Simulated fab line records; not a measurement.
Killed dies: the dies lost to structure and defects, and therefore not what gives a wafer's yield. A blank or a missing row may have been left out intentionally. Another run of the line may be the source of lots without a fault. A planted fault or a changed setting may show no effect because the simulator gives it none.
Which tool did it?	flow n5Finfet	Sampling: 8 lots, 23 wafers, 5 of 1938 route steps

WHAT THE GAUGES READ, wafer by wafer
N5_BEOL_M0_SAQP_INSPECT_42: inspects for defects (brightfield).
lot	measured	on	rawDefectCount
L456	day 5 18:25	defectInspect-02	580 316 349
L457	day 5 23:00	defectInspect-02	403 257 298
L461	day 6 19:40	defectInspect-01	229 300 265
L467	day 8 08:24	defectInspect-02	1675 394 213
L473	day 9 22:12	defectInspect-02	339 278 292
L475	day 10 12:34	defectInspect-02	325 360
L478	day 11 10:25	defectInspect-02	314 244 229
L479	day 11 15:47	defectInspect-02	172 275 149

WHICH TOOL RAN EACH LOT (tool, then ch and the chambers of the sampled wafers, then the start)
lot	N5_BEOL_M0_SAQP_PECVD_97	N5_BEOL_M0_SAQP_PECVD_04	N5_BEOL_M0_SAQP_HM_DEP_111	N5_BEOL_M0_SAQP_HM_OPEN_112
L456	pecvd-01 ch 0,1,2, day 5 12:22	pecvd-01 ch 0,1,2, day 5 12:24	pecvd-04 ch 0,1, day 5 12:33	rieDiel-06 ch 1,2,3, day 5 13:09
L457	pecvd-04 ch 0,2, day 5 18:22	pecvd-04 ch 0,2, day 5 18:25	pecvd-02 ch 0,1,2, day 5 18:32	rieDiel-02 ch 1,2, day 5 19:16
L461	pecvd-01 ch 0,1,2, day 6 14:43	pecvd-01 ch 0,1,2, day 6 14:44	pecvd-04 ch 0,1, day 6 14:53	rieDiel-03 ch 1,2,3, day 6 15:36
L467	pecvd-01 ch 0,1,2, day 8 03:58	pecvd-01 ch 0,1,2, day 8 04:01	pecvd-01 ch 0,1,2, day 8 04:08	rieDiel-03 ch 0,1,2, day 8 04:52
L473	pecvd-02 ch 0,1, day 9 17:29	pecvd-02 ch 0,1, day 9 17:32	pecvd-04 ch 0,2, day 9 17:43	rieDiel-03 ch 0,1,2, day 9 18:26
L475	pecvd-04 ch 2, day 10 07:24	pecvd-04 ch 2, day 10 07:26	pecvd-02 ch 0,1, day 10 07:36	rieDiel-02 ch 2,3, day 10 08:20
L478	pecvd-01 ch 0,2, day 11 05:23	pecvd-01 ch 0,2, day 11 05:25	pecvd-04 ch 0,1,2, day 11 05:33	rieDiel-06 ch 0,1,3, day 11 06:23
L479	pecvd-01 ch 0,1, day 11 09:46	pecvd-01 ch 0,1, day 11 09:49	pecvd-01 ch 0,1,2, day 11 09:56	rieDiel-02 ch 1,2,3, day 11 10:32
- N5_BEOL_M0_SAQP_PECVD_97: deposits SiNx from SiH4/NH3/N2, target thk 23 nm, time 19.9 s.
- N5_BEOL_M0_SAQP_PECVD_04: deposits a-Si from SiH4/He, target thk 60 nm, time 60.2 s.
- N5_BEOL_M0_SAQP_HM_DEP_111: deposits SiO2 from SiH4/N2O, target thk 12 nm, time 7.2 s.
- N5_BEOL_M0_SAQP_HM_OPEN_112: chemistry CHF3/O2, target SiO2, stops on a-Si, target depth 12 nm, time 13.5 s.

THE ANSWER, worked out from the rows above alone
Rule: the lots themselves supply what counts as usual. Put in order of their means at a reading, lots are off if they are a third of the lots or fewer, leave a main group of 4 or more, and stand apart from it by a gap of 3 or more times the standard deviation of the main group's means; of several such gaps the widest counts. A main group is skipped when, at the precision printed for the reading in the tables above, its means are all equal. A lot without any number at a reading at which 4 lots or more have one is off too. Any other lot the step has rows for is counted as sound.
Off: L467, at N5_BEOL_M0_SAQP_INSPECT_42 (rawDefectCount). For the main group the mean is 301 and the standard deviation 64.
If a tool, at a process step before that reading, ran all the lots that are off and no sound lot after the first of them, it fits. The gauges at N5_BEOL_M0_SAQP_INSPECT_42 are tried like those tools. Of those tried, none fits.

WHAT WAS PUT IN BY THE SIMULATOR
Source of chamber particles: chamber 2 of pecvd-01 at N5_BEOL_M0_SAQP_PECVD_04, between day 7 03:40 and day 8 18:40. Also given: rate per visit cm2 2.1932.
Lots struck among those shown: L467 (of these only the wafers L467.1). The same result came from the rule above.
